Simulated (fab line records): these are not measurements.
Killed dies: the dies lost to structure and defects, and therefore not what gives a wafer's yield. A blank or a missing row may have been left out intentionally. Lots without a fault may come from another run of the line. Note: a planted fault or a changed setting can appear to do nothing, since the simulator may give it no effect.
fab line records | flow n5Finfet | part 2 of 2: steps 16 to 26 of 26
[record] lots = 5 | wafers = 15 | lastDay = 17
route steps=1938 shown BEOL_M3@967
lots with no fault: from the same line, run without faults
startH: hours from the record's opening day to when the first of the lot's shown wafers began | waitH: hours since the lot's step before | " same as the row above | L1.1+2: one row covering several wafers at once | - no value, or no start was given | * or withheld: withheld | < > ~ a bound
route shown NAME@n: NAME is a module with steps in the file, n the number in the route of the first one | usual: mean/standard deviation taken from wafers without a fault | same: alike in all rows | chamber/n: place in a boat | sites: per-site readings | _std_site: standard deviation of those values | _edge_site: mean of outer sites minus mean of inner sites | radiusMm: how far each site lies from the wafer's centre | mask NAME#n: copy n | behind: the most recent tool/chamber to have shaped the wafer | hold: the reason the lot was held/the length of the hold in hours/how it ended | device: which transistor (n, p or np) failed to switch | end of line: the same wafers' tests at the end of the route | a step with no rows: only its recipe | killed: dies lost to structure and defects at the first sort, not the wafer's yield | map: shows each die of a wafer: x if killed, . if not, _ if none is there
set.NAME: the setting the step ran with; set.NAME@STEP: the setting that earlier step ran with | model.NAME: the simulator's own value behind a step, which no gauge read
certain route steps with their lots: each step a table, each wafer a row
services: a tool's chamber out of use, with start hour (startH, from the record's first day; less than 0 if before it), hours out, and reason
[[steps]]
[step N5_BEOL_M3_STRIP_97]
[recipe] chemistry = N2/H2 | timeS = 10 | powerW = 450 | tempC = 40 | pressureMtorr = 20 | rfFrequencyHz = 6e+07 | biasPowerW = 7 | n2FlowSccm = 200 | h2FlowSccm = 200
[usual] drypumpMotorCurrentA = 5.9/0.46 | oesProductAu = 0.82/0.099 | rfVppV = 59.3/0.95 | showerheadPlenumPTorr = 2.54/0.072 | throttleValvePct = 23.5/0.44
lot.wafer | tool       | chamber | startH | waitH | drypumpMotorCurrentA | oesProductAu | rfHoursCounterH | rfVppV | showerheadPlenumPTorr | throttleValvePct
L074.1    | rieDiel-02 | 0       | -      | -     | 6.3                  | 0.70         | 202             | 60.0   | 2.60                  | 23.1
L074.3    | "          | 1       | "      | "     | 6.6                  | 0.81         | 83              | 58.7   | 2.56                  | 23.3
L074.6    | "          | 3       | "      | "     | 5.3                  | 0.87         | -               | 59.6   | 2.48                  | 23.2
L077.1    | rieDiel-02 | 3       | -      | -     | 5.3                  | 0.86         | 46              | 58.4   | 2.48                  | 23.2
L077.5    | "          | 3       | "      | "     | 5.3                  | 0.86         | -               | 60.1   | 2.48                  | 23.2
L077.6    | "          | 0       | "      | "     | 6.3                  | 0.70         | -               | 58.7   | 2.60                  | 23.0
L086.3    | rieDiel-06 | 0       | -      | -     | 6.1                  | 0.83         | 94              | 60.2   | 2.58                  | 23.8
L086.4    | "          | 2       | "      | "     | 5.4                  | 0.74         | 176             | 58.6   | 2.54                  | 24.1
L086.5    | "          | 3       | "      | "     | 5.4                  | 0.88         | -               | 60.2   | 2.68                  | 23.1
L088.1    | rieDiel-06 | 2       | -      | -     | 5.4                  | 0.74         | 177             | 58.8   | 2.54                  | 24.1
L088.3    | "          | 3       | "      | "     | 5.4                  | 0.87         | 51              | 59.9   | 2.68                  | 23.1
L088.4    | "          | 0       | "      | "     | 6.0                  | 0.82         | 95              | 58.4   | 2.58                  | 23.8
L094.2    | rieDiel-03 | 2       | -      | -     | 6.6                  | 0.90         | 39              | 60.1   | 2.56                  | 22.8
L094.3    | "          | 1       | "      | "     | 5.7                  | 0.73         | 202             | 59.3   | 2.38                  | 23.4
L094.4    | "          | 0       | "      | "     | 6.2                  | 0.92         | 28              | 59.3   | 2.49                  | 23.4
[step N5_BEOL_M3_OCD_MEAS_38]
[usual] trenchDepthNm = 55.1/1.5
lot.wafer | tool   | chamber | startH | waitH | trenchDepthNm
L074.1    | ocd-01 | -       | 154.69 | -     | 53.6
L074.3    | "      | -       | "      | "     | 53.4
L074.6    | "      | -       | "      | "     | 56.1
L077.1    | ocd-02 | -       | 165.83 | -     | 55.0
L077.5    | "      | -       | "      | "     | 55.7
L077.6    | "      | -       | "      | "     | 53.3
L086.3    | ocd-01 | -       | 227.16 | -     | 56.3
L086.4    | "      | -       | "      | "     | 52.7
L086.5    | "      | -       | "      | "     | 55.9
L088.1    | ocd-01 | -       | 235.20 | -     | 52.7
L088.3    | "      | -       | "      | "     | 55.7
L088.4    | "      | -       | "      | "     | 56.9
L094.2    | ocd-01 | -       | 270.03 | -     | 54.7
L094.3    | "      | -       | "      | "     | 54.9
L094.4    | "      | -       | "      | "     | 55.3
[step N5_BEOL_M3_HM_STRIP_39]
[recipe] chemistry = peroxideTinStrip | material = TiN | targetDepthA = 250 | tempC = 50 | timeS = 158
[usual] bathHeatDutyPct = 7.0/0.72
lot.wafer | tool        | chamber | startH | waitH | bathHeatDutyPct
L074.1    | wetBench-06 | 2       | 154.72 | 0.0   | 7.5
L074.3    | "           | 0       | "      | "     | 7.6
L074.6    | "           | 7       | "      | "     | 8.1
L077.1    | wetBench-06 | 6       | 165.86 | 0.0   | 6.4
L077.5    | "           | 2       | "      | "     | 7.0
L077.6    | "           | 5       | "      | "     | 8.1
L086.3    | wetBench-05 | 7       | 227.19 | 0.0   | 7.2
L086.4    | "           | 0       | "      | "     | 7.7
L086.5    | "           | 6       | "      | "     | 6.8
L088.1    | wetBench-06 | 2       | 235.23 | 0.0   | 7.2
L088.3    | "           | 0       | "      | "     | 7.0
L088.4    | "           | 5       | "      | "     | 7.1
L094.2    | wetBench-05 | 4       | 270.06 | 0.0   | 6.6
L094.3    | "           | 2       | "      | "     | 6.4
L094.4    | "           | 7       | "      | "     | 6.5
[step N5_BEOL_M3_SRD_40]
[recipe] timeS = 30 | tempC = 23 | rinseLiquid = diw | dry = ipaMarangoni
[usual] bathHeatDutyPct = 3.6/0.5
lot.wafer | tool        | chamber | startH | waitH | bathHeatDutyPct
L074.1    | wetBench-06 | 2       | 154.77 | 0.0   | 4.2
L074.3    | "           | 0       | "      | "     | 3.1
L074.6    | "           | 7       | "      | "     | 4.1
L077.1    | wetBench-06 | 6       | 165.91 | 0.0   | 3.6
L077.5    | "           | 2       | "      | "     | 4.8
L077.6    | "           | 5       | "      | "     | 3.6
L086.3    | wetBench-05 | 7       | 227.23 | 0.0   | 2.4
L086.4    | "           | 0       | "      | "     | 4.2
L086.5    | "           | 6       | "      | "     | 2.9
L088.1    | wetBench-06 | 2       | 235.28 | 0.0   | 4.0
L088.3    | "           | 0       | "      | "     | 3.4
L088.4    | "           | 5       | "      | "     | 3.7
L094.2    | wetBench-05 | 4       | 270.11 | 0.0   | 3.1
L094.3    | "           | 2       | "      | "     | 2.8
L094.4    | "           | 7       | "      | "     | 4.5
[step N5_BEOL_M3_PRECLEAN_42]
[recipe] chemistry = residueRemover | timeS = 60 | tempC = 40
[usual] bathHeatDutyPct = 4.4/0.53
lot.wafer | tool        | chamber | startH | waitH | bathHeatDutyPct
L074.1    | wetBench-06 | 2       | 154.79 | 0.0   | 4.1
L074.3    | "           | 0       | "      | "     | 4.2
L074.6    | "           | 7       | "      | "     | 4.7
L077.1    | wetBench-06 | 6       | 165.92 | 0.0   | 3.7
L077.5    | "           | 2       | "      | "     | 5.1
L077.6    | "           | 5       | "      | "     | 4.6
L086.3    | wetBench-05 | 7       | 227.25 | 0.0   | 4.7
L086.4    | "           | 0       | "      | "     | 5.2
L086.5    | "           | 6       | "      | "     | 4.6
L088.1    | wetBench-06 | 2       | 235.29 | 0.0   | 4.9
L088.3    | "           | 0       | "      | "     | 5.0
L088.4    | "           | 5       | "      | "     | 4.5
L094.2    | wetBench-05 | 4       | 270.12 | 0.0   | 4.8
L094.3    | "           | 2       | "      | "     | 3.7
L094.4    | "           | 7       | "      | "     | 3.9
[step N5_BEOL_M3_SRD_43]
[recipe] timeS = 30 | tempC = 23 | rinseLiquid = diw | dry = ipaMarangoni
[usual] bathHeatDutyPct = 3.6/0.47
lot.wafer | tool        | chamber | startH | waitH | bathHeatDutyPct
L074.1    | wetBench-06 | 2       | 154.80 | 0.0   | 3.6
L074.3    | "           | 0       | "      | "     | 3.9
L074.6    | "           | 7       | "      | "     | 4.2
L077.1    | wetBench-06 | 6       | 165.94 | 0.0   | 3.7
L077.5    | "           | 2       | "      | "     | 3.8
L077.6    | "           | 5       | "      | "     | 3.7
L086.3    | wetBench-05 | 7       | 227.27 | 0.0   | 2.9
L086.4    | "           | 0       | "      | "     | 3.4
L086.5    | "           | 6       | "      | "     | 3.2
L088.1    | wetBench-06 | 2       | 235.31 | 0.0   | 4.1
L088.3    | "           | 0       | "      | "     | 3.5
L088.4    | "           | 5       | "      | "     | 3.9
L094.2    | wetBench-05 | 4       | 270.14 | 0.0   | 3.1
L094.3    | "           | 2       | "      | "     | 3.8
L094.4    | "           | 7       | "      | "     | 3.7
[step N5_BEOL_M3_CD_MEAS_35]
[recipe] targetCdNm = 18 | targetCdYNm = 21 | polarity = opening
[usual] cdNm = 17.7/0.43
lot.wafer | tool     | chamber | startH | waitH | cdNm
L074.1    | cdSem-02 | -       | 154.85 | 0.0   | 18.0
L074.3    | "        | -       | "      | "     | 17.8
L074.6    | "        | -       | "      | "     | 18.4
L077.1    | cdSem-03 | -       | 165.98 | 0.0   | 17.8
L077.5    | "        | -       | "      | "     | 18.4
L077.6    | "        | -       | "      | "     | 17.7
L086.3    | cdSem-03 | -       | 227.31 | 0.0   | 17.5
L086.4    | "        | -       | "      | "     | 18.2
L086.5    | "        | -       | "      | "     | 18.4
L088.1    | cdSem-02 | -       | 235.35 | 0.0   | 17.3
L088.3    | "        | -       | "      | "     | 17.3
L088.4    | "        | -       | "      | "     | 17.7
L094.2    | cdSem-02 | -       | 270.18 | 0.0   | 17.3
L094.3    | "        | -       | "      | "     | 18.3
L094.4    | "        | -       | "      | "     | 17.5
[step N5_BEOL_M3_DEGAS_44]
[recipe] ambient = vacuum | tempC = 250 | timeS = 60
[usual] heaterPowerW = 323/24
lot.wafer | tool          | chamber | startH | waitH | heaterPowerW
L074.1    | pvdSputter-01 | -       | 155.02 | 0.2   | 325
L074.3    | "             | -       | "      | "     | 331
L074.6    | "             | -       | "      | "     | 338
L077.1    | pvdSputter-01 | -       | 166.20 | 0.2   | 330
L077.5    | "             | -       | "      | "     | 327
L077.6    | "             | -       | "      | "     | 349
L086.3    | pvdSputter-03 | -       | 227.62 | 0.3   | 316
L086.4    | "             | -       | "      | "     | 286
L086.5    | "             | -       | "      | "     | 307
L088.1    | pvdSputter-02 | -       | 235.58 | 0.2   | 296
L088.3    | "             | -       | "      | "     | 366
L088.4    | "             | -       | "      | "     | 305
L094.2    | pvdSputter-01 | -       | 270.43 | 0.2   | 327
L094.3    | "             | -       | "      | "     | 321
L094.4    | "             | -       | "      | "     | 344
[step N5_BEOL_M3_PRE_CLEAN_45]
[recipe] gas = H2/He | timeS = 30 | tempC = 250
[usual] heaterPowerW = 324/23
lot.wafer | tool          | chamber | startH | waitH | heaterPowerW
L074.1    | pvdSputter-01 | -       | 155.06 | 0.0   | 318
L074.3    | "             | -       | "      | "     | 336
L074.6    | "             | -       | "      | "     | 343
L077.1    | pvdSputter-01 | -       | 166.24 | 0.0   | 326
L077.5    | "             | -       | "      | "     | 328
L077.6    | "             | -       | "      | "     | 349
L086.3    | pvdSputter-03 | -       | 227.66 | 0.0   | 323
L086.4    | "             | -       | "      | "     | 296
L086.5    | "             | -       | "      | "     | 307
L088.1    | pvdSputter-02 | -       | 235.62 | 0.0   | 299
L088.3    | "             | -       | "      | "     | 373
L088.4    | "             | -       | "      | "     | 308
L094.2    | pvdSputter-01 | -       | 270.47 | 0.0   | 326
L094.3    | "             | -       | "      | "     | 316
L094.4    | "             | -       | "      | "     | 340
[step N5_BEOL_M3_ALD_84]
[recipe] material = TaN | targetThkA = * | tempC = 275 | aldPrecursorFamily = PDMAT | aldCoReactant = NH3 | pressureTorr = 3 | carrierFlowSccm = 1500 | pulseTimeS = 2 | purgeTimeS = 3 | coReactantPurgeTimeS = 2 | coReactantPulseTimeS = 3 | aldCycles = 30 | precursorVesselTempC = 75 | precursorVesselPressureTorr = 26.25 | precursorVesselCarrierSccm = 1000
[usual] heaterPowerW = 439/62
[same] pulseTimeS = 2
lot.wafer | tool        | chamber | startH | waitH | heaterPowerW
L074.1    | aldMetal-01 | 2       | 155.13 | 0.1   | 401
L074.3    | "           | 1       | "      | "     | 550
L074.6    | "           | 3       | "      | "     | 337
L077.1    | aldMetal-02 | 3       | 166.52 | 0.3   | 501
L077.5    | "           | 2       | "      | "     | 379
L077.6    | "           | 3       | "      | "     | 491
L086.3    | aldMetal-02 | 0       | 227.78 | 0.1   | 491
L086.4    | "           | 2       | "      | "     | 374
L086.5    | "           | 2       | "      | "     | 375
L088.1    | aldMetal-04 | 3       | 235.68 | 0.0   | 394
L088.3    | "           | 0       | "      | "     | 459
L088.4    | "           | 2       | "      | "     | 501
L094.2    | aldMetal-02 | 2       | 270.55 | 0.1   | 373
L094.3    | "           | 3       | "      | "     | 476
L094.4    | "           | 1       | "      | "     | 461
[step N5_BEOL_M3_SURFACE_TREAT_85]
[recipe] gas = Ar | timeS = * | ionEnergyEv = * | ionCurrentMaCm2 = 0.5 | pressureMtorr = * | arFlowSccm = 30
[usual] throttleValvePct = *
lot.wafer | tool          | chamber | startH | waitH | throttleValvePct
L074.1    | pvdSputter-03 | -       | 155.37 | 0.1   | *
L074.3    | "             | -       | "      | "     | *
L074.6    | "             | -       | "      | "     | *
L077.1    | pvdSputter-01 | -       | 167.40 | 0.8   | *
L077.5    | "             | -       | "      | "     | *
L077.6    | "             | -       | "      | "     | *
L086.3    | pvdSputter-03 | -       | 229.66 | 1.8   | *
L086.4    | "             | -       | "      | "     | *
L086.5    | "             | -       | "      | "     | *
L088.1    | pvdSputter-03 | -       | 235.90 | 0.1   | *
L088.3    | "             | -       | "      | "     | *
L088.4    | "             | -       | "      | "     | *
L094.2    | pvdSputter-02 | -       | 270.83 | 0.2   | *
L094.3    | "             | -       | "      | "     | *
L094.4    | "             | -       | "      | "     | *
[[services]]
tool        | chamber | startH | hours | kind
rieDiel-03  | 2       | 135.89 | -     | clean
rieDiel-03  | 2       | 135.89 | -     | consumableReplace:focusRing
rieDiel-03  | 2       | 135.89 | 17.7  | scheduledDown
rieDiel-03  | 2       | 135.89 | 17.7  | ventCycle
aldSin-03   | -       | 141.99 | 6.1   | pm
rieDiel-02  | -       | 142.37 | 0.3   | repair
rieDiel-03  | 0       | 154.19 | -     | clean
rieDiel-03  | 0       | 154.19 | -     | consumableReplace:focusRing
rieDiel-03  | 0       | 154.19 | 17.6  | scheduledDown
rieDiel-03  | 0       | 154.19 | 17.6  | ventCycle
aldSin-03   | 1       | 165.87 | 3.7   | repair
rieDiel-02  | 2       | 172.46 | -     | clean
rieDiel-02  | 2       | 172.46 | -     | consumableReplace:focusRing
rieDiel-02  | 2       | 172.46 | 20.7  | scheduledDown
rieDiel-02  | 2       | 172.46 | 20.7  | ventCycle
aldMetal-02 | -       | 186.28 | 0.5   | repair
aldSin-02   | 1       | 226.46 | 17.7  | repair
wetBench-05 | -       | 242.48 | 1.8   | repair
aldMetal-01 | -       | 249.17 | 8.7   | pm
aldMetal-04 | 1       | 258.31 | 4.8   | repair
aldMetal-04 | -       | 259.49 | 0.8   | repair
rieDiel-06  | 1       | 268.83 | 5.7   | repair
